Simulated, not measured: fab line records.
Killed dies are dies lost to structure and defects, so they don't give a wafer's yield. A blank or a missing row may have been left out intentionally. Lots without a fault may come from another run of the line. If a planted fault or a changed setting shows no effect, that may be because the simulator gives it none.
What tool caused it? | flow nand_harc | 24 lots, 72 wafers sampled, at 5 steps of a route of 1302

## WHAT THE GAUGES READ, wafer by wafer
NHARC_P_CONTACT_CD_MEAS_19. Usual: cd_nm 89.6 nm, standard deviation 1.9.
lot  | measured     | on        | cd_nm (nm)     | flag
L074 | day 6 09:20  | cd_sem-01 | 89.6 88.6 91.9 |
L075 | day 6 14:17  | cd_sem-02 | 89.1 90.7 89.9 |
L076 | day 7 03:50  | cd_sem-01 | 88.2 88.5 89.6 |
L077 | day 7 10:48  | cd_sem-02 | 90.6 91.2 93.1 |
L078 | day 7 21:13  | cd_sem-03 | 87.7 89.0 92.1 |
L079 | day 7 22:22  | cd_sem-02 | 89.4 92.5 92.5 |
L080 | day 8 08:13  | cd_sem-01 | 89.2 92.6 88.5 |
L081 | day 9 01:39  | cd_sem-03 | 91.3 90.4 90.5 |
L082 | day 9 04:16  | cd_sem-03 | 90.7 89.3 87.7 |
L083 | day 10 00:00 | cd_sem-01 | 87.1 88.8 89.6 |
L084 | day 10 03:33 | cd_sem-02 | 87.4 89.2 89.7 |
L085 | day 10 16:20 | cd_sem-03 | 90.3 90.2 89.9 |
L086 | day 10 20:28 | cd_sem-03 | 85.8 88.2 93.1 |
L087 | day 11 18:02 | cd_sem-03 | 87.5 90.6 91.2 |
L088 | day 12 06:04 | cd_sem-03 | 92.7 90.0 92.5 |
L089 | day 12 11:49 | cd_sem-03 | 91.8 88.0 89.7 |
L090 | day 13 07:05 | cd_sem-02 | 92.5 92.1 92.8 |
L091 | day 13 07:38 | cd_sem-03 | 89.0 88.9 88.8 |
L092 | day 13 16:20 | cd_sem-03 | 88.0 90.7 89.9 |
L093 | day 14 00:20 | cd_sem-02 | 89.8 87.2 87.9 |
L094 | day 14 22:07 | cd_sem-02 | 89.6 86.6 91.4 |
L095 | day 14 21:59 | cd_sem-01 | 85.1 89.1 88.6 |
L096 | day 15 00:05 | cd_sem-01 | 87.9 89.0 85.5 |
L097 | day 15 12:31 | cd_sem-03 | 89.7 90.4 88.4 |

## TOOL THAT RAN EACH LOT (tool first, then ch and the chambers of the sampled wafers, then the start)
lot  | NHARC_P_ZERO_WELL_DESCUM_26        | NHARC_P_STI_ETCH_15              | NHARC_P_GATE_HM_DEP_102       | NHARC_P_GATE_RTA_80
L074 | rie_diel-03 ch 2,3, day 1 22:41    | rie_si-04 ch 0,1,3, day 2 23:19  | acl_dep-02 ch 0, day 5 08:34  | rtp_anneal-01 ch 0, day 6 06:00
L075 | rie_diel-02 ch 1,2, day 2 08:30    | rie_si-04 ch 1,2,3, day 3 09:38  | acl_dep-01 ch 0, day 5 15:32  | rtp_anneal-02 ch 0, day 6 11:07
L076 | rie_diel-03 ch 0,3, day 2 18:37    | rie_si-06 ch 0,3, day 3 20:02    | acl_dep-01 ch 0, day 6 05:05  | rtp_anneal-01 ch 0, day 7 00:07
L077 | rie_diel-03 ch 1,2, day 3 04:45    | rie_si-04 ch 0,2, day 4 03:29    | acl_dep-03 ch 0, day 6 12:28  | rtp_anneal-01 ch 0, day 7 07:35
L078 | rie_diel-03 ch 0,1,2, day 3 14:38  | rie_si-01 ch 0,2,3, day 4 12:30  | acl_dep-03 ch 0, day 6 19:13  | rtp_anneal-01 ch 0, day 7 18:02
L079 | rie_diel-06 ch 0,1,3, day 4 00:34  | rie_si-01 ch 0,1,2, day 4 21:54  | acl_dep-03 ch 0, day 6 22:05  | rtp_anneal-01 ch 0, day 7 19:03
L080 | rie_diel-02 ch 0,1,2, day 4 11:02  | rie_si-01 ch 0,1,2, day 5 07:40  | acl_dep-03 ch 0, day 7 09:52  | rtp_anneal-02 ch 0, day 8 04:53
L081 | rie_diel-06 ch 0,1,3, day 4 20:46  | rie_si-06 ch 1,2,3, day 5 17:52  | acl_dep-03 ch 0, day 7 22:58  | rtp_anneal-02 ch 0, day 8 22:20
L082 | rie_diel-03 ch 0,1, day 5 06:47    | rie_si-06 ch 1,2, day 6 02:50    | acl_dep-03 ch 0, day 8 05:46  | rtp_anneal-01 ch 0, day 9 00:47
L083 | rie_diel-02 ch 0,1,2, day 5 16:51  | rie_si-06 ch 1,2,3, day 6 13:50  | acl_dep-02 ch 0, day 9 01:29  | rtp_anneal-02 ch 0, day 9 20:31
L084 | rie_diel-06 ch 0,3, day 6 02:50    | rie_si-06 ch 1,2,3, day 7 01:23  | acl_dep-03 ch 0, day 9 04:56  | rtp_anneal-01 ch 0, day 9 23:58
L085 | rie_diel-02 ch 0,1,2, day 6 12:37  | rie_si-04 ch 0,1,3, day 7 12:06  | acl_dep-03 ch 0, day 9 17:05  | rtp_anneal-01 ch 0, day 10 12:34
L086 | rie_diel-02 ch 0,1,2, day 6 22:37  | rie_si-04 ch 1,2,3, day 7 20:11  | acl_dep-02 ch 0, day 9 22:01  | rtp_anneal-01 ch 0, day 10 17:08
L087 | rie_diel-03 ch 0,2, day 7 08:31    | rie_si-06 ch 0,2, day 8 06:55    | acl_dep-03 ch 0, day 10 16:59 | rtp_anneal-02 ch 0, day 11 14:29
L088 | rie_diel-06 ch 0,3, day 7 18:49    | rie_si-01 ch 0,2, day 8 17:20    | acl_dep-03 ch 0, day 11 06:40 | rtp_anneal-02 ch 0, day 12 01:52
L089 | rie_diel-02 ch 2,3, day 8 04:40    | rie_si-06 ch 0,2, day 9 03:18    | acl_dep-01 ch 0, day 11 06:40 | rtp_anneal-01 ch 0, day 12 08:28
L090 | rie_diel-02 ch 1,2, day 8 15:26    | rie_si-04 ch 0,1, day 9 17:32    | acl_dep-02 ch 0, day 12 07:55 | rtp_anneal-01 ch 0, day 13 03:32
L091 | rie_diel-06 ch 0,2,3, day 9 00:40  | rie_si-01 ch 0,1,2, day 9 17:43  | acl_dep-02 ch 0, day 12 07:10 | rtp_anneal-01 ch 0, day 13 04:19
L092 | rie_diel-06 ch 2,3, day 9 10:41    | rie_si-04 ch 0,1,2, day 10 06:49 | acl_dep-01 ch 0, day 12 18:04 | rtp_anneal-01 ch 0, day 13 13:05
L093 | rie_diel-06 ch 2,3, day 9 20:49    | rie_si-01 ch 0,1, day 10 23:41   | acl_dep-02 ch 0, day 13 01:50 | rtp_anneal-02 ch 0, day 13 20:49
L094 | rie_diel-06 ch 0,2,3, day 10 06:47 | rie_si-01 ch 0,1,3, day 11 12:51 | acl_dep-02 ch 0, day 13 22:29 | rtp_anneal-02 ch 0, day 14 18:43
L095 | rie_diel-02 ch 1,2, day 10 16:40   | rie_si-04 ch 1,2, day 11 13:03   | acl_dep-02 ch 0, day 13 22:03 | rtp_anneal-01 ch 0, day 14 18:42
L096 | rie_diel-03 ch 0,1,2, day 11 02:44 | rie_si-04 ch 0,1,3, day 11 22:37 | acl_dep-01 ch 0, day 14 01:02 | rtp_anneal-02 ch 0, day 14 20:47
L097 | rie_diel-03 ch 0,2, day 11 12:44   | rie_si-01 ch 0,1,3, day 12 09:26 | acl_dep-02 ch 0, day 14 14:05 | rtp_anneal-02 ch 0, day 15 09:11
- NHARC_P_ZERO_WELL_DESCUM_26: chemistry O2, time 3 s.
- NHARC_P_STI_ETCH_15: etches the open film in HBr/Cl2, target depth 300 nm, time 100.1 s.
- NHARC_P_GATE_HM_DEP_102: deposits aC, target thk 120 nm.
- NHARC_P_GATE_RTA_80: time 30 s.

## AS READ BY THE TOOLS THEMSELVES (means over the sampled wafers that have a number; for cases with no such wafer, the mark the record gives instead)
NHARC_P_ZERO_WELL_DESCUM_26. Usual: drypump_motor_current_A 5.52 A, standard deviation 0.28; oes_product_au 0.997 a.u., standard deviation 0.014; rf_vpp_V 57.7 V, standard deviation 0.82; showerhead_plenum_p_Torr 1.90 Torr, standard deviation 0.09; throttle_valve_pct 11.311 %, standard deviation 0.01.
lot  | tool        | drypump_motor_current_A (A) | oes_product_au (a.u.) | rf_vpp_V (V) | showerhead_plenum_p_Torr (Torr) | throttle_valve_pct (%) | flag
L074 | rie_diel-03 | 5.45                        | 0.993                 | 58.1         | 1.97                            | 11.309                 |
L075 | rie_diel-02 | 5.68                        | 1.001                 | 57.1         | 1.88                            | 11.312                 |
L076 | rie_diel-03 | 5.49                        | 1.008                 | 58.0         | 1.89                            | 11.315                 |
L077 | rie_diel-03 | 5.54                        | 0.984                 | 57.5         | 1.91                            | 11.312                 |
L078 | rie_diel-03 | 5.47                        | 0.995                 | 57.3         | 1.85                            | 11.313                 |
L079 | rie_diel-06 | 5.40                        | 1.009                 | 58.4         | 1.89                            | 11.313                 |
L080 | rie_diel-02 | 5.76                        | 1.002                 | 58.1         | 1.88                            | 11.314                 |
L081 | rie_diel-06 | 5.38                        | 1.003                 | 57.5         | 1.89                            | 11.324                 |
L082 | rie_diel-03 | 5.62                        | 0.995                 | 57.4         | 1.78                            | 11.314                 |
L083 | rie_diel-02 | 5.75                        | 1.003                 | 57.5         | 1.88                            | 11.319                 |
L084 | rie_diel-06 | 5.32                        | 0.986                 | 57.2         | 1.84                            | 11.304                 |
L085 | rie_diel-02 | 5.75                        | 1.007                 | 57.9         | 1.88                            | 11.310                 |
L086 | rie_diel-02 | 5.74                        | 1.001                 | 57.6         | 1.87                            | 11.316                 |
L087 | rie_diel-03 | 5.29                        | 0.974                 | 57.9         | 1.86                            | 11.307                 |
L088 | rie_diel-06 | 5.33                        | 0.991                 | 58.2         | 2.04                            | 11.299                 |
L089 | rie_diel-02 | 5.45                        | 0.990                 | 58.7         | 1.97                            | 11.312                 |
L090 | rie_diel-02 | 5.79                        | 0.994                 | 57.3         | 1.94                            | 11.326                 |
L091 | rie_diel-06 | 5.45                        | 0.992                 | 58.2         | 1.96                            | 11.315                 |
L092 | rie_diel-06 | 5.76                        | 0.998                 | 57.6         | 1.93                            | 11.309                 |
L093 | rie_diel-06 | 5.59                        | 1.003                 | 57.5         | 1.89                            | 11.311                 |
L094 | rie_diel-06 | 5.46                        | 0.998                 | 57.9         | 1.96                            | 11.314                 |
L095 | rie_diel-02 | 5.78                        | 0.998                 | 58.2         | 1.93                            | 11.310                 |
L096 | rie_diel-03 | 5.48                        | 0.980                 | 57.9         | 1.94                            | 11.307                 |
L097 | rie_diel-03 | 5.33                        | 0.968                 | 57.8         | 1.90                            | 11.311                 |

NHARC_P_STI_ETCH_15. Usual: drypump_motor_current_A 5.6 A, standard deviation 0.34; oes_product_au 0.999 a.u., standard deviation 0.0094; throttle_valve_pct 26.407 %, standard deviation 0.0085.
lot  | tool      | drypump_motor_current_A (A) | oes_product_au (a.u.) | throttle_valve_pct (%) | flag
L074 | rie_si-04 | 5.8                         | 0.997                 | 26.406                 |
L075 | rie_si-04 | 5.8                         | 0.999                 | 26.407                 |
L076 | rie_si-06 | 5.8                         | 0.999                 | 26.409                 |
L077 | rie_si-04 | 5.8                         | 1.000                 | 26.403                 |
L078 | rie_si-01 | 5.4                         | 1.004                 | 26.411                 |
L079 | rie_si-01 | 5.5                         | 0.997                 | 26.408                 |
L080 | rie_si-01 | 5.5                         | 1.002                 | 26.413                 |
L081 | rie_si-06 | 5.5                         | 0.987                 | 26.405                 |
L082 | rie_si-06 | 5.5                         | 0.989                 | 26.403                 |
L083 | rie_si-06 | 5.5                         | 0.999                 | 26.413                 |
L084 | rie_si-06 | 5.5                         | 0.996                 | 26.409                 |
L085 | rie_si-04 | 5.8                         | 1.012                 | 26.401                 |
L086 | rie_si-04 | 5.8                         | 1.001                 | 26.406                 |
L087 | rie_si-06 | 5.7                         | 1.007                 | 26.413                 |
L088 | rie_si-01 | 5.4                         | 1.011                 | 26.400                 |
L089 | rie_si-06 | 5.7                         | 0.995                 | 26.397                 |
L090 | rie_si-04 | 5.8                         | 0.990                 | 26.407                 |
L091 | rie_si-01 | 5.5                         | 0.996                 | 26.406                 |
L092 | rie_si-04 | 5.8                         | 0.996                 | 26.415                 |
L093 | rie_si-01 | 5.8                         | 0.997                 | 26.404                 |
L094 | rie_si-01 | 5.8                         | 1.000                 | 26.412                 |
L095 | rie_si-04 | 5.8                         | 1.002                 | 26.407                 |
L096 | rie_si-04 | 5.8                         | 0.990                 | 26.404                 |
L097 | rie_si-01 | 5.8                         | 0.995                 | 26.411                 |

NHARC_P_GATE_HM_DEP_102. Usual: throttle_valve_pct 35.000 %, standard deviation 0.0087.
lot  | tool       | throttle_valve_pct (%) | flag
L074 | acl_dep-02 | 35.005                 |
L075 | acl_dep-01 | 34.995                 |
L076 | acl_dep-01 | 35.001                 |
L077 | acl_dep-03 | 35.005                 |
L078 | acl_dep-03 | 34.997                 |
L079 | acl_dep-03 | 35.006                 |
L080 | acl_dep-03 | 35.004                 |
L081 | acl_dep-03 | 35.002                 |
L082 | acl_dep-03 | 35.000                 |
L083 | acl_dep-02 | 34.997                 |
L084 | acl_dep-03 | 34.998                 |
L085 | acl_dep-03 | 35.006                 |
L086 | acl_dep-02 | 34.998                 |
L087 | acl_dep-03 | 35.000                 |
L088 | acl_dep-03 | 34.997                 |
L089 | acl_dep-01 | 35.001                 |
L090 | acl_dep-02 | 35.001                 |
L091 | acl_dep-02 | 34.994                 |
L092 | acl_dep-01 | 34.992                 |
L093 | acl_dep-02 | 35.006                 |
L094 | acl_dep-02 | 35.004                 |
L095 | acl_dep-02 | 35.002                 |
L096 | acl_dep-01 | 34.998                 |
L097 | acl_dep-02 | 35.003                 |

NHARC_P_GATE_RTA_80. Usual: anneal_temp_c_max 301.4, standard deviation 0.55; wafer_temp_C_max 301.7, standard deviation 0.41.
lot  | tool          | anneal_temp_c_max | wafer_temp_C_max | flag
L074 | rtp_anneal-01 | 301.8             | 301.6            |
L075 | rtp_anneal-02 | 300.7             | 301.8            |
L076 | rtp_anneal-01 | 301.9             | 301.2            |
L077 | rtp_anneal-01 | 301.6             | 301.6            |
L078 | rtp_anneal-01 | 301.4             | 301.5            |
L079 | rtp_anneal-01 | 301.5             | 301.7            |
L080 | rtp_anneal-02 | 300.8             | 301.6            |
L081 | rtp_anneal-02 | 300.6             | 301.8            |
L082 | rtp_anneal-01 | 302.1             | 301.5            |
L083 | rtp_anneal-02 | 300.7             | 302.2            |
L084 | rtp_anneal-01 | 301.8             | 301.5            |
L085 | rtp_anneal-01 | 301.7             | 301.3            |
L086 | rtp_anneal-01 | 301.6             | 301.8            |
L087 | rtp_anneal-02 | 300.7             | 301.7            |
L088 | rtp_anneal-02 | 300.9             | 302.4            |
L089 | rtp_anneal-01 | 301.7             | 301.3            |
L090 | rtp_anneal-01 | 302.2             | 301.5            |
L091 | rtp_anneal-01 | 301.8             | 301.4            |
L092 | rtp_anneal-01 | 302.0             | 301.4            |
L093 | rtp_anneal-02 | 301.0             | 301.8            |
L094 | rtp_anneal-02 | 300.8             | 301.6            |
L095 | rtp_anneal-01 | 301.3             | 301.4            |
L096 | rtp_anneal-02 | 300.9             | 301.9            |
L097 | rtp_anneal-02 | 301.0             | 301.9            |

## THE ANSWER, worked out from the rows above alone
Rule: take the mean of a lot's wafers that have a number; if it is more than 3 standard deviations from the usual mean, the lot is off. A lot without any number at a reading at which 4 lots or more have one is off too. All remaining lots with rows at the step are treated as sound. Order of review: gauges by route order, followed by the tools' own readings, for which a lot's mean as printed above is used. At the first step where some lot is off, the reading lying furthest off is the one used; lots without a number count as furthest.
None of the lots is off at any reading shown; this tells nothing.

## WHAT WAS PUT IN BY THE SIMULATOR
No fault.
